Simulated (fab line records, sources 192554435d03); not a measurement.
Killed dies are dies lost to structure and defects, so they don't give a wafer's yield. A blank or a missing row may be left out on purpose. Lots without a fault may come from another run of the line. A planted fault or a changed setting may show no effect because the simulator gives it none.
fab line records | flow n5_finfet
record lots=4 wafers=12 last_day=17
route steps=1938 shown BEOL_M3@1012 BEOL_M4@1021 PASSIVATION@1936
lots that met no fault: from a run of the same line without faults
start_h: hours from the record's first day to the start of the lot's first wafer shown | wait_h: hours since the lot's step before | " the same as in the row above | L1.1+2: a row that stands for several wafers | - no value, or no start given | * or withheld: withheld | < > ~ a bound
route shown NAME@n: a module of which the file shows steps, and the number in the route of the first | usual: mean/standard deviation of fault-free wafers | same: alike in all rows | chamber/n: place in a boat | sites: the reading at each site | _std_site: their standard deviation | _edge_site: outer sites' mean less inner sites' | radius_mm: how far each site lies from the wafer's centre | mask NAME#n: copy n | behind: the tool/chamber that last shaped the wafer | hold: why the lot was held/for how many hours/how that ended | device: the transistor (n, p or np) that didn't switch | end of line: the same wafers' tests at the end of the route | a step without rows: its recipe alone | killed: dies lost to structure and defects at the first sort, not the wafer's yield | map: a wafer's dies, x killed, . not, _ none there
set.NAME: the setting as run; set.NAME@STEP: as run at that earlier step | model.NAME: the simulator's own value behind a step, which no gauge read
lots at some steps of the route; a table a step, a row a wafer
services: from which hour (start_h, from the record's first day; less than 0 if before it) a tool's chamber was out of use, for how many hours, and why
## steps
# step N5_BEOL_M3_ANNEAL_51
# recipe temp_c=225 time_s=90 ambient=N2
# step N5_BEOL_M3_CMP_52
# recipe stop_on=SiOC t_overpolish_s=6.8 down_force_psi=1 platen_rpm=50 clearing_platen_down_force_psi=1.5 clearing_platen_rpm=50 post_cmp_clean=cu_alkaline target_thk_nm=40 clearing_platen_pad_velocity_m_s=0.99484 pad_velocity_m_s=0.99484
# step N5_BEOL_M3_PRE_CLEAN_60
# recipe gas=NH3/H2 time_s=15 temp_c=* rf_power_w=300
# step N5_BEOL_M3_CO_CAP_55
# recipe material=Co target_thk_a=20 temp_c=200 precursor=CCTBA/H2 pressure_torr=30 time_s=102.1
# step N5_BEOL_M3_PRE_CLEAN_56
# recipe gas=NH3 time_s=15 temp_c=withheld rf_power_w=300
# step N5_BEOL_M3_DEP_57
# recipe material=SiCN target_thk_a=80 temp_c=withheld precursor=3MS/NH3 pressure_torr=3 rf_w=202 time_s=14
# step N5_BEOL_M4_ILD_DEP_00
# recipe material=SiOC target_thk_a=790 temp_c=350 precursor=DEMS/O2 pressure_torr=5 rf_w=500 time_s=15.3
# step N5_BEOL_M4_PECVD_72
# recipe material=SiO2 target_thk_a=160 temp_c=400 precursor=TEOS/O2 pressure_torr=5.5 rf_w=450 teos_flow_sccm=53.8 gas=O2 flow_sccm=3000 time_s=18
# step N5_BEOL_M4_HM_DEP_02
# recipe material=TiN target_thk_a=200 temp_c=25 chamber_pressure_pa=0.49996
# usual chamber_pressure_pa=0.5000/0.001 throttle_valve_pct=29.7/0.84
# columns lot.wafer tool chamber start_h wait_h chamber_pressure_pa throttle_valve_pct model.TiN_of_BEOL_M4_HM_DEP_02.thk_nm
L836.1 pvd_sputter-02 - 180.48 0.0 0.4989 29.5 20.4
L836.5 " - " " 0.5002 29.7 20.4
L836.6 " - " " 0.5007 30.2 20.2
L847.3 pvd_sputter-02 - 265.37 1.2 0.5019 29.2 34.2
L847.5 " - " " 0.4981 30.3 20
L847.6 " - " " 0.5000 29.5 20
L849.1 pvd_sputter-02 - 270.46 0.6 0.5002 30.3 34.2
L849.4 " - " " 0.5011 29.0 34.2
L849.6 " - " " 0.4997 29.8 20
L855.2 pvd_sputter-03 - 301.21 1.0 0.5007 28.2 20.2
L855.4 " - " " 0.4993 31.5 19.8
L855.6 " - " " 0.5006 31.2 20
# step N5_BEOL_M4_COAT_61
# recipe resist=SOC temp_c=250 time_s=60 spin_rpm=1500 resist_thk_nm=60
# step N5_BEOL_M4_COAT_62
# recipe resist=SiARC temp_c=220 time_s=60 spin_rpm=1500 resist_thk_nm=12
# step N5_BEOL_M4_COAT_73
# recipe resist=underlayer temp_c=205 time_s=60 spin_rpm=1500 resist_thk_nm=5
# step N5_BEOL_M4_COAT_05
# recipe resist=CAR-EUV spin_rpm=1500 resist_thk_nm=30
# step N5_BEOL_M4_EBR_07
# recipe solvent=PGMEA ebr_width_mm=1.5
# step N5_BEOL_M4_SOFTBAKE_06
# recipe temp_c=110 time_s=60 resist=CAR-EUV
# step N5_BEOL_M4_EXPOSE_08
# recipe mask_id=M4 na=0.33 source_shape=dipole sigma_inner=0.369 sigma_outer=0.767 polarization=unpolarized dose_mj=41.25
# step N5_BEOL_M4_PEB_09
# recipe peb_temp_c=100 peb_time_s=60 resist=CAR-EUV
# step N5_BEOL_M4_DEVELOP_10
# recipe develop_time_s=30 developer=TMAH resist=CAR-EUV rinse_liquid=surfactant_rinse dry=air_spin dev_temp_c=23
# step N5_BEOL_M4_DESCUM_16
# recipe chemistry=O2 time_s=7 source_power_w=50 bias_power_w=20 pressure_mtorr=20 rf_frequency_hz=2.712e+07 temp_c=40 resist=CAR-EUV o2_flow_sccm=225
# step N5_BEOL_M4_ETCH_74
# recipe chemistry=N2/H2 target=underlayer target_depth_a=65 mask_material=CAR-EUV time_s=5.2 ion_energy_ev=200 pressure_mtorr=30 source_w=840 bias_w=150 n2_flow_sccm=200 h2_flow_sccm=200 ends=cleared
# step N5_BEOL_M4_ETCH_63
# recipe chemistry=CF4 target=SiARC target_depth_a=156 mask_material=CAR-EUV time_s=26 ion_energy_ev=80 pressure_mtorr=40 source_w=545 bias_w=36 Ar_flow_sccm=100 cf4_flow_sccm=100 ends=cleared
# step N5_BEOL_M4_ETCH_64
# recipe chemistry=N2/H2 target=SOC target_depth_a=750 overetch_a=225 mask_material=SiARC temp_c=40 time_s=121.9 ion_energy_ev=200 pressure_mtorr=30 source_w=840 bias_w=150 n2_flow_sccm=200 h2_flow_sccm=200
# step N5_BEOL_M4_STRIP_65
# recipe chemistry=N2/H2 temp_c=40 n2_flow_sccm=200 h2_flow_sccm=200 rf_frequency_hz=6e+07
# step N5_BEOL_M4_STRIP_75
# recipe chemistry=N2/H2 temp_c=40 n2_flow_sccm=200 h2_flow_sccm=200 rf_frequency_hz=6e+07
# step N5_BEOL_M4_STRIP_66
# recipe chemistry=CF4 resist=SiARC power_w=300 bias_power_w=75 pressure_mtorr=50 cf4_flow_sccm=150 rf_frequency_hz=6e+07
# step N5_BEOL_M4_HM_OPEN_17
# recipe chemistry=Cl2/BCl3 target_depth_a=200 overetch_a=60 target=TiN mask_material=SOC ion_energy_ev=150 pressure_mtorr=10 icp_w=1000 bias_w=126 Cl2_flow_sccm=53.25 bcl3_flow_sccm=21.75 Ar_flow_sccm=25
# usual bcl3_flow_sccm=21.75/0.053 drypump_motor_current_A=5.8/0.43 oes_product_au=0.66/0.064 throttle_valve_pct=22.30/0.12
# columns lot.wafer tool chamber start_h wait_h bcl3_flow_sccm drypump_motor_current_A oes_product_au rf_hours_counter_h throttle_valve_pct model.etch.depth_nm
L836.1 rie_metal-03 1 181.32 0.0 21.70 6.0 0.66 45 22.41 20.36
L836.5 " 1 " " 21.69 6.0 0.67 - 22.42 20.35
L836.6 " 0 " " 21.74 6.4 0.57 - 22.34 20.23
L847.3 rie_metal-01 0 266.29 0.1 21.71 5.5 0.73 - 22.24 26.16
L847.5 " 1 " " 21.79 6.2 0.67 - 22.43 20
L847.6 " 0 " " 21.74 5.5 0.61 - 22.44 19.98
L849.1 rie_metal-02 0 271.23 0.0 21.70 5.2 0.76 44 21.92 26.9
L849.4 " 1 " " 21.72 5.8 0.88 - 22.02 26.63
L849.6 " 0 " " 21.73 5.2 0.64 - 22.14 20
L855.2 rie_metal-02 1 302.11 0.0 21.75 5.8 0.74 16 22.25 20.26
L855.4 " 1 " " 21.79 5.8 0.72 - 22.25 19.88
L855.6 " 1 " " 21.81 5.8 0.73 - 22.25 20.03
# step N5_BEOL_M4_STRIP_19
# recipe chemistry=O2 power_w=400 temp_c=40 pressure_mtorr=30 rf_frequency_hz=6e+07 bias_power_w=0 overash_fraction=0.2 o2_flow_sccm=225
# step N5_BEOL_M4_COAT_67
# recipe resist=SOC temp_c=250 time_s=60 spin_rpm=1500 resist_thk_nm=60
# step N5_BEOL_M4_COAT_68
# recipe resist=SiARC temp_c=220 time_s=60 spin_rpm=1500 resist_thk_nm=12
# step N5_BEOL_M4_COAT_76
# recipe resist=underlayer temp_c=205 time_s=60 spin_rpm=1500 resist_thk_nm=5
# step N5_BEOL_M4_COAT_22
# recipe resist=CAR-EUV spin_rpm=1500 resist_thk_nm=30
# step N5_BEOL_M4_EBR_24
# recipe solvent=PGMEA ebr_width_mm=1.5
# step N5_BEOL_M4_SOFTBAKE_23
# recipe temp_c=110 time_s=60 resist=CAR-EUV
# step N5_BEOL_M4_EXPOSE_25
# recipe mask_id=V3 na=0.33 source_shape=quasar sigma_inner=0.2 sigma_outer=0.8 polarization=unpolarized defocus_nm=5 dose_mj=63
# step N5_BEOL_M4_ETCHBACK_99
# recipe chemistry=CHF3 target=SiO2 target_depth_a=50 time_s=10.4 source_w=215 bias_w=47 Ar_flow_sccm=200 CHF3_flow_sccm=12 ion_energy_ev=100 pressure_mtorr=30
# usual drypump_motor_current_A=5.8/0.39 oes_product_au=0.81/0.089 rf_vpp_V=243/6.2 showerhead_plenum_p_Torr=2.16/0.072 throttle_valve_pct=16.99/0.12
# columns lot.wafer tool chamber start_h wait_h drypump_motor_current_A oes_product_au rf_hours_counter_h rf_vpp_V showerhead_plenum_p_Torr throttle_valve_pct
L836.1 rie_diel-03 0 188.72 6.5 5.8 0.95 8 245 2.12 16.87
L836.5 " 3 " " 6.1 0.83 - 249 2.17 16.99
L836.6 " 1 " " 6.2 0.89 - 246 2.22 17.06
L847.3 rie_diel-02 0 275.96 8.3 5.9 0.31 90 246 2.17 16.93
L847.5 " 2 " " 5.9 0.71 - 232 2.05 17.22
L847.6 " 3 " " 6.3 0.68 - 248 2.22 16.96
L849.1 rie_diel-03 3 275.98 3.9 6.1 0.30 90 249 2.16 16.98
L849.4 " 2 " " 4.8 0.34 23 243 2.11 16.93
L849.6 " 3 " " 6.1 0.80 - 250 2.16 17.05
L855.2 rie_diel-03 0 310.63 7.6 5.7 0.87 47 244 2.11 16.95
L855.4 " 1 " " 6.2 0.84 58 245 2.21 17.13
L855.6 " 2 " " 4.8 0.88 - 244 2.11 16.98
# step N5_BEOL_M4_VIA_ETCH_34
# recipe chemistry=C4F6/O2 target_depth_a=694 mask_material=SOC pressure_mtorr=15 ion_energy_ev=250 taper_deg=4 time_s=65.9 source_w=350 bias_w=170 Ar_flow_sccm=300 C4F6_flow_sccm=10 O2_flow_sccm=10
# usual drypump_motor_current_A=5.9/0.39 oes_product_au=0.81/0.089 rf_vpp_V=672/17 showerhead_plenum_p_Torr=2.85/0.092 throttle_valve_pct=30.69/0.2
# columns lot.wafer tool chamber start_h wait_h drypump_motor_current_A oes_product_au rf_hours_counter_h rf_vpp_V showerhead_plenum_p_Torr throttle_valve_pct
L836.1 rie_diel-03 0 188.87 0.0 5.8 0.94 9 678 2.80 30.88
L836.5 " 3 " " 6.1 0.84 - 689 2.87 30.58
L836.6 " 1 " " 6.3 0.90 - 680 2.93 31.10
L847.3 rie_diel-02 0 276.11 0.0 5.9 0.31 90 684 2.87 30.69
L847.5 " 2 " " 5.9 0.72 - 640 2.72 30.73
L847.6 " 3 " " 6.3 0.68 - 686 2.92 30.43
L849.1 rie_diel-03 3 276.12 0.0 6.1 0.31 90 687 2.86 30.51
L849.4 " 2 " " 4.8 0.33 23 672 2.79 30.58
L849.6 " 3 " " 6.1 0.80 - 689 2.86 30.61
L855.2 rie_diel-03 0 310.77 0.0 5.7 0.86 47 678 2.79 30.89
L855.4 " 1 " " 6.2 0.84 58 678 2.91 31.14
L855.6 " 2 " " 4.8 0.88 - 673 2.79 30.71
# step N5_BEOL_M4_TRENCH_ETCH_37
# recipe chemistry=C4F6/O2 target_depth_a=555.55 target=SiOC time_s=29.2 ion_energy_ev=250 pressure_mtorr=30 source_w=355 bias_w=185 Ar_flow_sccm=300 C4F6_flow_sccm=10 O2_flow_sccm=10
# usual drypump_motor_current_A=5.8/0.39 oes_product_au=0.81/0.089 rf_vpp_V=671/17 showerhead_plenum_p_Torr=2.86/0.092 throttle_valve_pct=20.78/0.12
# columns lot.wafer tool chamber start_h wait_h drypump_motor_current_A oes_product_au rf_hours_counter_h rf_vpp_V showerhead_plenum_p_Torr throttle_valve_pct model.TiN_of_BEOL_M4_HM_DEP_02.thk_nm
L836.1 rie_diel-03 0 - - 5.7 0.94 9 678 2.81 20.73 18
L836.5 " 3 " " 6.1 0.84 - 687 2.87 20.76 18
L836.6 " 1 " " 6.2 0.89 - 680 2.93 20.93 18
L847.3 rie_diel-02 0 - - 5.9 0.85 90 684 2.87 20.79 31.8
L847.5 " 2 " " 5.9 0.72 - 641 2.72 20.98 17.8
L847.6 " 3 " " 6.3 0.69 - 686 2.93 20.68 17.6
L849.1 rie_diel-03 3 - - 6.1 0.80 90 687 2.86 20.80 31.8
L849.4 " 2 " " 4.8 0.89 23 671 2.80 20.81 31.8
L849.6 " 3 " " 6.1 0.80 - 687 2.86 20.80 17.6
L855.2 rie_diel-03 0 - - 5.8 0.86 47 677 2.79 20.80 17.8
L855.4 " 1 " " 6.3 0.85 58 678 2.92 20.99 17.4
L855.6 " 2 " " 4.8 0.87 - 671 2.79 20.82 17.6
# step N5_BEOL_M4_OCD_MEAS_38
# usual trench_depth_nm=55.7/0.94
# columns lot.wafer tool chamber start_h wait_h trench_depth_nm
L836.1 ocd-02 - 189.12 - 56.7
L836.5 " - " " 54.8
L836.6 " - " " 54.9
L847.3 ocd-01 - 276.36 - -
L847.5 " - " " 55.1
L847.6 " - " " 55.5
L849.1 ocd-02 - 276.38 - -
L849.4 " - " " -
L849.6 " - " " 54.3
L855.2 ocd-01 - 311.02 - 56.2
L855.4 " - " " 56.4
L855.6 " - " " 57.1
# step N5_BEOL_M4_CD_MEAS_35
# recipe target_cd_nm=18 target_cd_y_nm=22.4 polarity=opening
# usual cd_nm=18.2/0.35
# columns lot.wafer tool chamber start_h wait_h cd_nm
L836.1 cd_sem-02 - 189.37 0.0 18.5
L836.5 " - " " 18.4
L836.6 " - " " 18.7
L847.3 cd_sem-01 - 276.51 0.0 -
L847.5 " - " " 18.1
L847.6 " - " " 18.1
L849.1 cd_sem-01 - 276.62 0.0 -
L849.4 " - " " -
L849.6 " - " " 18.7
L855.2 cd_sem-02 - 311.20 0.0 17.7
L855.4 " - " " 17.6
L855.6 " - " " 17.9
# step N5_BEOL_M4_RC_MEAS_101
# usual DIBL_N=36.0/1.7 DIBL_P=35.8/2 IOFF_N=0.15/0.03 IOFF_P=0.20/0.037 ION_N=670/12 ION_P=460/7.2 SS_N=71.5/0.68 SS_P=73.2/0.65 VT_N=250/3.1 VT_P=-251/3.4
# columns lot.wafer tool chamber start_h wait_h DIBL_N[mV/V] DIBL_P[mV/V] IOFF_N[nA/um] IOFF_P[nA/um] ION_N[uA/um] ION_P[uA/um] SS_N[mV/dec] SS_P[mV/dec] VT_N[mV] VT_P[mV]
L836.1 prober-01 0 195.27 0.0 35.5 34.8 0.16 0.23 680 469 71.9 74.0 248 -245
L836.5 " 0 " " 38.2 36.7 0.20 0.28 659 462 72.4 73.9 248 -245
L836.6 " 0 " " 37.1 35.7 0.18 0.25 683 476 71.6 73.4 247 -245
L847.5 prober-01 0 282.27 0.6 36.1 34.5 0.15 0.19 652 450 72.0 73.0 251 -251
L847.6 " 0 " " 34.4 34.4 0.14 0.19 680 468 70.8 73.3 250 -251
L849.6 prober-02 0 282.72 0.8 34.5 33.0 0.12 0.18 661 463 71.3 72.0 254 -250
L855.2 prober-02 0 317.27 0.2 36.1 36.7 0.16 0.20 684 453 71.5 73.2 248 -252
L855.4 " 0 " " 36.6 37.8 0.17 0.21 673 458 72.2 73.5 249 -253
L855.6 " 0 " " 36.3 37.6 0.16 0.21 674 459 70.7 73.5 248 -250
# step N5_PASSIVATION_PROBE_49
# usual defect_limited_yield=91.4/1.5 killed_at_M0_to_M3=32/9.8 killed_at_M4_up=15/5.6 killed_at_contacts=12/5.4 killed_at_front_end=40/13 killed_at_other=3.0/2.1 killed_dies=102/17 killed_on_rim=14/4.4 killed_open=67/13 killed_short=32/7.1 sort_bin_5_function=5.1/0.96 sort_bin_6_memory=3.2/0.7 sort_n_pass=1078/18 sort_yield_pct=91.3/1.5
# same gross_dies=1180 killed_at_back_side=0 sort_bin_4_leakage[%]=0 sort_bin_8_speed[%]=0
# columns lot.wafer tool chamber start_h wait_h defect_limited_yield[%] killed_at_M0_to_M3 killed_at_M4_up killed_at_contacts killed_at_front_end killed_at_other killed_dies killed_on_rim killed_open killed_short sort_bin_5_function[%] sort_bin_6_memory[%] sort_n_pass sort_yield_pct[%]
L847.3 prober-02 - 384.48 0.1 0 48 1063 16 47 6 1180 152 91 38 95.3 4.4 0 0
L849.1 prober-02 - 393.83 0.0 0 31 1109 13 24 3 1180 152 60 23 96.9 2.8 0 0
L849.4 prober-02 - 393.98 0.2 0 22 1119 9 27 3 1180 152 55 14 98.1 1.6 0 0
# killed by level:class
L847.3 BEOL_M4:area_open=1049 BEOL_M3:geometric_particle:open=15 MOL_CONTACT_COAG:geometric_particle:open=12 STI_FIN_REVEAL:geometric_particle:open=10 BEOL_M2:geometric_particle:open=9 BEOL_M4:geometric_particle:open=9 DUMMY_GATE:geometric_particle:open=8 FIN_SAQP:geometric_particle:short=6
L849.1 BEOL_M4:area_open=1096 BEOL_M2:geometric_particle:open=13 MOL_CONTACT_COAG:geometric_particle:open=8 STI_FIN_REVEAL:geometric_particle:open=6 BEOL_M1:geometric_particle:open=6 MOL_CONTACT_COAG:geometric_particle:short=5 ILD0:geometric_particle:open=4 BEOL_M5:geometric_particle:open=4
L849.4 BEOL_M4:area_open=1108 BEOL_M2:geometric_particle:open=11 MOL_CONTACT_COAG:geometric_particle:open=8 DUMMY_GATE:geometric_particle:open=6 BEOL_M5:geometric_particle:open=5 FIN_SAQP:geometric_particle:open=4 BEOL_M0_SAQP:geometric_particle:open=4 STI_FIN_REVEAL:geometric_particle:open=3
# map L847.3 (x killed, . not)
_________________xxxxxxxxxxxx________________
______________xxxxxxxxxxxxxxxxxx_____________
___________xxxxxxxxxxxxxxxxxxxxxxxx__________
__________xxxxxxxxxxxxxxxxxxxxxxxxxx_________
________xxxxxxxxxxxxxxxxxxxxxxxxxxxxxx_______
_______xxxxxxxxxxxxxxxxxxxxxxxxxxxxxxxx______
______xxxxxxxxxxxxxxxxxxxxxxxxxxxxxxxxxx_____
_____xxxxxxxxxxxxxxxxxxxxxxxxxxxxxxxxxxxx____
____xxxxxxxxxxxxxxxxxxxxxxxxxxxxxxxxxxxxxx___
___xxxxxxxxxxxxxxxxxxxxxxxxxxxxxxxxxxxxxxxx__
___xxxxxxxxxxxxxxxxxxxxxxxxxxxxxxxxxxxxxxxx__
__xxxxxxxxxxxxxxxxxxxxxxxxxxxxxxxxxxxxxxxxxx_
__xxxxxxxxxxxxxxxxxxxxxxxxxxxxxxxxxxxxxxxxxx_
_xxxxxxxxxxxxxxxxxxxxxxxxxxxxxxxxxxxxxxxxxxxx
_xxxxxxxxxxxxxxxxxxxxxxxxxxxxxxxxxxxxxxxxxxxx
_xxxxxxxxxxxxxxxxxxxxxxxxxxxxxxxxxxxxxxxxxxxx
_xxxxxxxxxxxxxxxxxxxxxxxxxxxxxxxxxxxxxxxxxxxx
_xxxxxxxxxxxxxxxxxxxxxxxxxxxxxxxxxxxxxxxxxxxx
_xxxxxxxxxxxxxxxxxxxxxxxxxxxxxxxxxxxxxxxxxxxx
_xxxxxxxxxxxxxxxxxxxxxxxxxxxxxxxxxxxxxxxxxxxx
_xxxxxxxxxxxxxxxxxxxxxxxxxxxxxxxxxxxxxxxxxxxx
__xxxxxxxxxxxxxxxxxxxxxxxxxxxxxxxxxxxxxxxxxx_
__xxxxxxxxxxxxxxxxxxxxxxxxxxxxxxxxxxxxxxxxxx_
___xxxxxxxxxxxxxxxxxxxxxxxxxxxxxxxxxxxxxxxx__
___xxxxxxxxxxxxxxxxxxxxxxxxxxxxxxxxxxxxxxxx__
____xxxxxxxxxxxxxxxxxxxxxxxxxxxxxxxxxxxxxx___
_____xxxxxxxxxxxxxxxxxxxxxxxxxxxxxxxxxxxx____
______xxxxxxxxxxxxxxxxxxxxxxxxxxxxxxxxxx_____
_______xxxxxxxxxxxxxxxxxxxxxxxxxxxxxxxx______
________xxxxxxxxxxxxxxxxxxxxxxxxxxxxxx_______
__________xxxxxxxxxxxxxxxxxxxxxxxxxx_________
___________xxxxxxxxxxxxxxxxxxxxxxxx__________
______________xxxxxxxxxxxxxxxxxx_____________
_________________xxxxxxxxxxxx________________
# map L849.1 (x killed, . not)
_________________xxxxxxxxxxxx________________
______________xxxxxxxxxxxxxxxxxx_____________
___________xxxxxxxxxxxxxxxxxxxxxxxx__________
__________xxxxxxxxxxxxxxxxxxxxxxxxxx_________
________xxxxxxxxxxxxxxxxxxxxxxxxxxxxxx_______
_______xxxxxxxxxxxxxxxxxxxxxxxxxxxxxxxx______
______xxxxxxxxxxxxxxxxxxxxxxxxxxxxxxxxxx_____
_____xxxxxxxxxxxxxxxxxxxxxxxxxxxxxxxxxxxx____
____xxxxxxxxxxxxxxxxxxxxxxxxxxxxxxxxxxxxxx___
___xxxxxxxxxxxxxxxxxxxxxxxxxxxxxxxxxxxxxxxx__
___xxxxxxxxxxxxxxxxxxxxxxxxxxxxxxxxxxxxxxxx__
__xxxxxxxxxxxxxxxxxxxxxxxxxxxxxxxxxxxxxxxxxx_
__xxxxxxxxxxxxxxxxxxxxxxxxxxxxxxxxxxxxxxxxxx_
_xxxxxxxxxxxxxxxxxxxxxxxxxxxxxxxxxxxxxxxxxxxx
_xxxxxxxxxxxxxxxxxxxxxxxxxxxxxxxxxxxxxxxxxxxx
_xxxxxxxxxxxxxxxxxxxxxxxxxxxxxxxxxxxxxxxxxxxx
_xxxxxxxxxxxxxxxxxxxxxxxxxxxxxxxxxxxxxxxxxxxx
_xxxxxxxxxxxxxxxxxxxxxxxxxxxxxxxxxxxxxxxxxxxx
_xxxxxxxxxxxxxxxxxxxxxxxxxxxxxxxxxxxxxxxxxxxx
_xxxxxxxxxxxxxxxxxxxxxxxxxxxxxxxxxxxxxxxxxxxx
_xxxxxxxxxxxxxxxxxxxxxxxxxxxxxxxxxxxxxxxxxxxx
__xxxxxxxxxxxxxxxxxxxxxxxxxxxxxxxxxxxxxxxxxx_
__xxxxxxxxxxxxxxxxxxxxxxxxxxxxxxxxxxxxxxxxxx_
___xxxxxxxxxxxxxxxxxxxxxxxxxxxxxxxxxxxxxxxx__
___xxxxxxxxxxxxxxxxxxxxxxxxxxxxxxxxxxxxxxxx__
____xxxxxxxxxxxxxxxxxxxxxxxxxxxxxxxxxxxxxx___
_____xxxxxxxxxxxxxxxxxxxxxxxxxxxxxxxxxxxx____
______xxxxxxxxxxxxxxxxxxxxxxxxxxxxxxxxxx_____
_______xxxxxxxxxxxxxxxxxxxxxxxxxxxxxxxx______
________xxxxxxxxxxxxxxxxxxxxxxxxxxxxxx_______
__________xxxxxxxxxxxxxxxxxxxxxxxxxx_________
___________xxxxxxxxxxxxxxxxxxxxxxxx__________
______________xxxxxxxxxxxxxxxxxx_____________
_________________xxxxxxxxxxxx________________
## services
# columns tool chamber start_h hours kind
rie_diel-03 2 168.82 - clean
rie_diel-03 2 168.82 - consumable_replace:focus_ring
rie_diel-03 2 168.82 20.2 scheduled_down
rie_diel-03 2 168.82 20.2 vent_cycle
rie_metal-03 - 196.00 0.4 repair
pvd_sputter-02 - 200.34 4.0 repair
rie_metal-02 - 203.10 2.8 pm
rie_diel-03 - 212.07 0.1 repair
rie_diel-02 1 219.16 - clean
rie_diel-02 1 219.16 - consumable_replace:focus_ring
rie_diel-02 1 219.16 - consumable_replace:showerhead
rie_diel-02 1 219.16 21.4 scheduled_down
rie_diel-02 1 219.16 21.4 vent_cycle
rie_diel-03 - 223.88 15.6 pm
rie_metal-03 1 230.89 8.2 repair
rie_metal-03 - 256.46 0.2 repair
## key
first_sign step=N5_BEOL_M4_ETCHBACK_99 reading=oes_product_au direction=down sigmas=5.6 usual=0.81 struck=0.32
effect step=N5_BEOL_M4_VIA_ETCH_34 reading=oes_product_au direction=down sigmas=5.6 usual=0.81 struck=0.31
effect step=N5_BEOL_M4_OCD_MEAS_38 reading=trench_depth_nm direction=missing
effect step=N5_BEOL_M4_CD_MEAS_35 reading=cd_nm direction=missing
effect step=N5_PASSIVATION_PROBE_49 reading=killed_at_M4_up direction=up sigmas=99+ usual=15 struck=1097
model_effect step=N5_BEOL_M4_HM_DEP_02 value=TiN_of_BEOL_M4_HM_DEP_02.thk_nm without=20.2 struck=34.2
model_effect step=N5_BEOL_M4_HM_OPEN_17 value=etch.depth_nm without=20.15 struck=26.56
model_effect step=N5_BEOL_M4_TRENCH_ETCH_37 value=TiN_of_BEOL_M4_HM_DEP_02.thk_nm without=17.8 struck=31.8
more_kills_born_at N5_BEOL_M4_HM_OPEN_17@rie_metal-02=2204 N5_BEOL_M4_HM_OPEN_17@rie_metal-01=1049
met_at N5_BEOL_M4_HM_DEP_02
struck_wafers L847.3,L849.1,L849.4
later_rows_left_out L847.3,L849.1,L849.4
onset_between 180.48 265.37
fault kind=process_parameter_drift tool=pvd_sputter-02 chamber=- onset_h=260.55 steps=N5_BEOL_M4_HM_DEP_02 channel=target_thk_a offset=* shape=step end_h=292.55 scope=struck_wafers_only acts_in=* stated=*
# later_rows_left_out: the simulator's readings of these wafers behind a module that went badly wrong aren't trusted and aren't shown, but for the sort
